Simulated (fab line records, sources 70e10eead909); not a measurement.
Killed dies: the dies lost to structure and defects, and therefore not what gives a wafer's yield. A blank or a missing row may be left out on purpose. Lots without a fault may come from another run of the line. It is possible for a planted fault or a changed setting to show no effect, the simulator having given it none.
The tool behind it: which one? ; flow nand harc ; Sampling: 12 lots, 36 wafers, 6 of 1302 route steps

WHAT EACH GAUGE READ, for each wafer
NHARC_END_SORT_01. Usual: defect limited yield 92.7 %, standard deviation 2.6; killed at array 45, standard deviation 18; killed at other 0.9, standard deviation 1.3; killed at periphery 3.7, standard deviation 2.2; killed dies 50, standard deviation 18; killed open 3.2, standard deviation 1.9; killed short 2.4, standard deviation 1.6; sort_bin_2_pct 2.5 %, standard deviation 1.1; sort_bin_3_pct 0.6 %, standard deviation 0.36; sort_bin_4_pct 4.3 %, standard deviation 1.5; sort n pass 627, standard deviation 18; sort rim yield pct 92 %, standard deviation 4.3; sort yield pct 92.7 %, standard deviation 2.6.
lot;measured;on;defect limited yield (%);killed at array;killed at other;killed at periphery;killed dies;killed open;killed short;sort_bin_2_pct (%);sort_bin_3_pct (%);sort_bin_4_pct (%);sort n pass;sort rim yield pct (%);sort yield pct (%);flag
L985;day 28 18:28;prober-01;93.2;44;0;2;46;6;6;2.1;0;4.7;631;94;93.2;

WHAT TOOL EACH LOT RAN ON (gives the tool, then ch and the chambers of the sampled wafers, and finally the start)
lot;NHARC_A_M1_PVD_20;NHARC_A_M1_ECD_22;NHARC_A_M1_ANNEAL_31;NHARC_A_M1_CMP_23;NHARC_A_BONDPAD_CMP_29
L974;pvd sputter-02, day 23 00:02 or earlier;ecd cu-02 ch 0,1, day 23 00:02;rtp anneal-02 ch 0, day 23 00:24;cmp-02 ch 1,2,3, day 23 00:47;cmp-03 ch 0,1, day 23 02:20
L973;pvd sputter-01, day 23 11:23 or earlier;ecd cu-01 ch 1, day 23 11:23;rtp anneal-02 ch 0, day 23 11:43;cmp-04 ch 1,3, day 23 12:05;cmp-02 ch 0,1,2, day 23 13:41
L975;pvd sputter-02, day 23 17:34 or earlier;ecd cu-02 ch 0,1, day 23 17:34;rtp anneal-01 ch 0, day 23 18:00;cmp-02 ch 0,1,2, day 23 18:21;cmp-02 ch 1,2,3, day 23 19:57
L982;pvd sputter-03, day 26 15:28 or earlier;ecd cu-01 ch 0,1, day 26 15:28;rtp anneal-01 ch 0, day 26 15:50;cmp-02 ch 0,1,2, day 26 16:11;cmp-03 ch 0,2,3, day 26 17:48
L985;pvd sputter-02, day 27 10:25 or earlier;ecd cu-01 ch 0,1, day 27 10:25;rtp anneal-02 ch 0, day 27 10:48;cmp-03 ch 0,3, day 27 11:09;cmp-02 ch 0,1,3, day 27 12:50
L988;pvd sputter-03, day 28 11:02 or earlier;ecd cu-02 ch 0,1, day 28 11:02;rtp anneal-01 ch 0, day 28 11:28;cmp-04 ch 0,2,3, day 28 11:45;cmp-02 ch 0,1,3, day 28 13:21
L989;pvd sputter-02, day 29 18:57 or earlier;ecd cu-02 ch 0,1, day 29 18:57;rtp anneal-02 ch 0, day 29 19:20;cmp-03 ch 0,1,3, day 29 19:43;cmp-01 ch 0,2,3, day 29 21:15
L992;pvd sputter-01, day 31 06:44 or earlier;ecd cu-02 ch 0,1, day 31 06:44;rtp anneal-02 ch 0, day 31 07:12;cmp-04 ch 0,3, day 31 07:31;cmp-03 ch 1,2,3, day 31 09:07
L993;pvd sputter-02, day 31 08:08 or earlier;ecd cu-01 ch 1, day 31 08:08;rtp anneal-02 ch 0, day 31 08:34;cmp-04 ch 0,1,3, day 31 08:53;cmp-01 ch 0,1,2, day 31 10:38
L994;pvd sputter-01, day 31 16:49 or earlier;ecd cu-01 ch 0,1, day 31 16:49;rtp anneal-02 ch 0, day 31 17:11;cmp-04 ch 0,1,2, day 31 17:32;cmp-03 ch 1,3, day 31 19:48
L996;pvd sputter-01, day 31 19:49 or earlier;ecd cu-01 ch 0,1, day 31 19:49;rtp anneal-01 ch 0, day 31 20:11;cmp-04 ch 0,2,3, day 31 20:32;cmp-02 ch 0,1,2, day 31 22:20
L995;pvd sputter-03, day 31 20:36 or earlier;ecd cu-02 ch 0,1, day 31 20:36;rtp anneal-02 ch 0, day 31 20:59;cmp-04 ch 0,1,2, day 31 21:20;cmp-01 ch 1,2,3, day 31 22:54
- NHARC_A_M1_PVD_20: deposits TaN, target thk 5 nm, time 8.06 s.
- NHARC_A_M1_ECD_22: material Cu, target thk 400 nm.
- NHARC_A_M1_ANNEAL_31: time 90 s.
- NHARC_A_M1_CMP_23: polishes, t overpolish 20 s, target thk 154.34 nm.
- NHARC_A_BONDPAD_CMP_29: polishes SiCN, target thk 200 nm.

AS READ BY THE TOOLS THEMSELVES (means over the sampled wafers that have a number; for cases with no such wafer, the mark the record gives instead)
NHARC_A_M1_PVD_20. Usual: bias v 168.3 V, standard deviation 1.7; throttle valve pct 30.3 %, standard deviation 1.4.
lot;tool;bias v (V);throttle valve pct (%);flag
L974;pvd sputter-02;168.5;29.0;
L973;pvd sputter-01;167.5;30.2;
L975;pvd sputter-02;167.8;28.9;
L982;pvd sputter-03;168.0;31.2;
L985;pvd sputter-02;170.1;28.8;
L988;pvd sputter-03;167.4;31.0;
L989;pvd sputter-02;170.4;28.9;
L992;pvd sputter-01;168.3;30.3;
L993;pvd sputter-02;167.2;31.1;
L994;pvd sputter-01;168.3;31.0;
L996;pvd sputter-01;168.0;30.2;
L995;pvd sputter-03;169.2;32.6;

NHARC_A_M1_ANNEAL_31. Usual: wafer_temp_C_max at 225.74, with a standard deviation of 0.22.
lot;tool;wafer_temp_C_max;flag
L974;rtp anneal-02;225.68;
L973;rtp anneal-02;225.85;
L975;rtp anneal-01;226.00;
L982;rtp anneal-01;225.72;
L985;rtp anneal-02;225.74;
L988;rtp anneal-01;225.48;
L989;rtp anneal-02;225.61;
L992;rtp anneal-02;225.88;
L993;rtp anneal-02;225.88;
L994;rtp anneal-02;225.66;
L996;rtp anneal-01;225.87;
L995;rtp anneal-02;225.41;

NHARC_A_M1_CMP_23. Usual: motor current A 12.4 A, standard deviation 0.97; time to endpoint s 27 s, standard deviation 3.1.
lot;tool;motor current A (A);time to endpoint s (s);flag
L974;cmp-02;12.6;26;
L973;cmp-04;12.6;26;
L975;cmp-02;12.0;25;
L982;cmp-02;12.6;32;
L985;cmp-03;12.7;32;
L988;cmp-04;12.6;30;
L989;cmp-03;12.1;28;
L992;cmp-04;13.7;31;
L993;cmp-04;12.9;29;
L994;cmp-04;12.1;29;
L996;cmp-04;12.7;27;
L995;cmp-04;12.2;27;

NHARC_A_BONDPAD_CMP_29. Usual: motor current A at 12.4 A, with a standard deviation of 0.89.
lot;tool;motor current A (A);flag
L974;cmp-03;11.3;
L973;cmp-02;12.5;
L975;cmp-02;12.2;
L982;cmp-03;12.1;
L985;cmp-02;12.4;
L988;cmp-02;12.4;
L989;cmp-01;11.9;
L992;cmp-03;12.2;
L993;cmp-01;13.1;
L994;cmp-03;12.0;
L996;cmp-02;12.0;
L995;cmp-01;12.7;

THE ANSWER, worked out from the rows above alone
Rule: lot off if the mean of its wafers having a number is beyond 3 standard deviations from the usual mean. A lot without any number at a reading at which 4 lots or more have one is off too. The other lots that the step has rows for count as sound. After the gauges, taken in route order, come the tools' own readings; for these a lot's mean is taken, as printed above. The first step at which some lot is off is used, and at that step the reading that is off furthest; a lot without a number counts as furthest.
No lot is off at any reading shown: from this, nothing can be told.

WHAT THE SIMULATOR PUT IN
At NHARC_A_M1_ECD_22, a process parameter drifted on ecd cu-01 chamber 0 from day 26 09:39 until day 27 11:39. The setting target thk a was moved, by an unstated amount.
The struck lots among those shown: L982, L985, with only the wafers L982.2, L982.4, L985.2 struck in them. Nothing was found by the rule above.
